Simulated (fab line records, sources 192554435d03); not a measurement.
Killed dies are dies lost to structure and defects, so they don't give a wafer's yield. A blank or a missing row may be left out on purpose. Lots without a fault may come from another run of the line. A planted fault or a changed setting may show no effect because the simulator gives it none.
Split-lot experiment | flow n5_finfet | 7 lots, 21 wafers read, on a route of 1938 steps

THE SPLIT
At N5_BEOL_M11_PECVD_70 (deposits SiO2 from TEOS/O2, target thk 20 nm, time 22.7 s), the setting time_s was moved away from the recipe's 22.7 s on 7 of the 21 wafers read, by -11.6% to +14.8%. The other wafers ran this setting at the recipe's value.

FROM THE SPLIT TO THE READING: what the file shows between them, 3 steps
- N5_BEOL_M11_TRENCH_ETCH_37: etches SiCOH lowk in C4F6/O2, target depth 148.83 nm, time 48 s (also split here: bias_w)
- N5_BEOL_M11_ETCH_41: etches SiCN in CH3F/O2, target depth 42.6 nm, time 86 s (also split here: time_s)
- N5_BEOL_M11_STRIP_77: strips in N2/H2, time 10 s

THE READING
SiO2_of_BEOL_M11_PECVD_70.thk_nm (the simulator's own value, which no gauge read), in nm, at N5_BEOL_M11_HM_STRIP_39 (strips TiN in peroxide tin strip, target depth 25 nm, time 158 s). The file gives no usual value for it. The 14 wafers here that ran the recipe average 19.6 nm, standard deviation 0.34 nm.

wafer  | tool, chamber at the split | time_s as run, s | against the recipe | SiO2_of_BEOL_M11_PECVD_70.thk_nm, nm | against lot-mates on the recipe
L077.2 | pecvd-01, 1                | 22.7             | recipe             | 19.4                                 | -
L077.3 | pecvd-01, 2                | 20.16            | -11.2%             | 18                                   | -1.9
L077.4 | pecvd-01, 2                | 22.7             | recipe             | 20.4                                 | -
L076.1 | pecvd-04, 0,1              | 22.7             | recipe             | 19.6                                 | -
L076.3 | pecvd-04, 1                | 22.7             | recipe             | 19                                   | -
L076.5 | pecvd-04, 0,1              | 22.7             | recipe             | 19.8                                 | -
L080.1 | pecvd-02, 2                | 20.07            | -11.6%             | 17.2                                 | -2.2
L080.3 | pecvd-02, 0                | 22.7             | recipe             | 19.4                                 | -
L080.6 | pecvd-02, 0                | 20.07            | -11.6%             | 17.4                                 | -2.0
L085.1 | pecvd-04, 1                | 22.7             | recipe             | 19.6                                 | -
L085.3 | pecvd-04, 2                | 25.55            | +12.6%             | 22.4                                 | +2.8
L085.6 | pecvd-04, 0                | 25.55            | +12.6%             | 22.6                                 | +3.0
L088.2 | pecvd-04, 0,2              | 22.7             | recipe             | 20                                   | -
L088.4 | pecvd-04, 0,2              | 22.7             | recipe             | 20                                   | -
L088.6 | pecvd-04, 1                | 22.7             | recipe             | 19.8                                 | -
L093.3 | pecvd-01, 2                | 22.7             | recipe             | 19.4                                 | -
L093.4 | pecvd-01, 2                | 22.7             | recipe             | 19.4                                 | -
L093.6 | pecvd-01, 0                | 21.55            | -5.1%              | 19.2                                 | -0.2
L095.1 | pecvd-02, 0                | 26.06            | +14.8%             | 22.2                                 | +2.7
L095.2 | pecvd-02, 1,0              | 22.7             | recipe             | 19.6                                 | -
L095.4 | pecvd-02, 1,0              | 22.7             | recipe             | 19.4                                 | -
Where a row lists several chambers, the file gives one row for several wafers and doesn't say which wafer went through which chamber.

THE FIT
A straight line over all 21 wafers: SiO2_of_BEOL_M11_PECVD_70.thk_nm changes by +0.193 nm for each +1% of time_s; r = +0.97; the points scatter about the line by 0.37 nm.
The same after taking each lot's own level away (the mean of its wafers on the recipe; 21 wafers): +0.193 nm for each +1%; r = +0.97; scatter 0.32 nm.
On that fit, the largest move of time_s shifts the reading by 2.9 nm.
The lots' own levels span 19.40 to 19.93 nm, that is 1.6 times the standard deviation above.
So the lot-to-lot level changes the slope little: the two slopes agree.
Check: with one of the wafers moved furthest among these (+14.8%) left out of the fit, the line predicts +3.05 nm for it against its lot-mates. It came out at +2.7 nm against them.

OTHER SPLITS ON THESE WAFERS
These wafers also went through other splits before the reading. Each is held against what the fit with the lots' levels taken away leaves over:
other split on the same wafers     | wafers away from the commonest value | r with SiO2_of_BEOL_M11_PECVD_70.thk_nm (lot level and that fit taken away)
N5_BEOL_M6_COAT_22 spin_rpm        | 6                                    | -0.32
N5_BEOL_M7_COAT_05 spin_rpm        | 11                                   | -0.17
N5_BEOL_M8_COAT_05 spin_rpm        | 6                                    | +0.09
N5_BEOL_M10_PECVD_70 temp_c        | 6                                    | -0.04
N5_BEOL_M10_HM_DEP_02 target_thk_a | 7                                    | -0.38
N5_BEOL_M11_TRENCH_ETCH_37 bias_w  | 5                                    | -0.06
N5_BEOL_M11_ETCH_41 time_s         | 2                                    | +0.06

THE WHOLE CHAIN: every reading that the file lists as answering this split, in the file's order
step                    | what it does                                                     | reading                                                                           | change (the file's fit)               | r (the file's)
N5_BEOL_M11_PECVD_70    | deposits SiO2 from TEOS/O2, target thk 20 nm, time 22.7 s        | SiO2_of_BEOL_M11_PECVD_70.thk_nm (the simulator's own value, which no gauge read) | +0.185 nm for each +1% of the setting | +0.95
N5_BEOL_M11_HM_STRIP_39 | strips TiN in peroxide tin strip, target depth 25 nm, time 158 s | SiO2_of_BEOL_M11_PECVD_70.thk_nm (the simulator's own value, which no gauge read) | +0.186 nm for each +1% of the setting | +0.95

THE FILE'S OWN FIT
SiO2_of_BEOL_M11_PECVD_70.thk_nm changes by +0.186 nm for each +1% of time_s, r = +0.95.
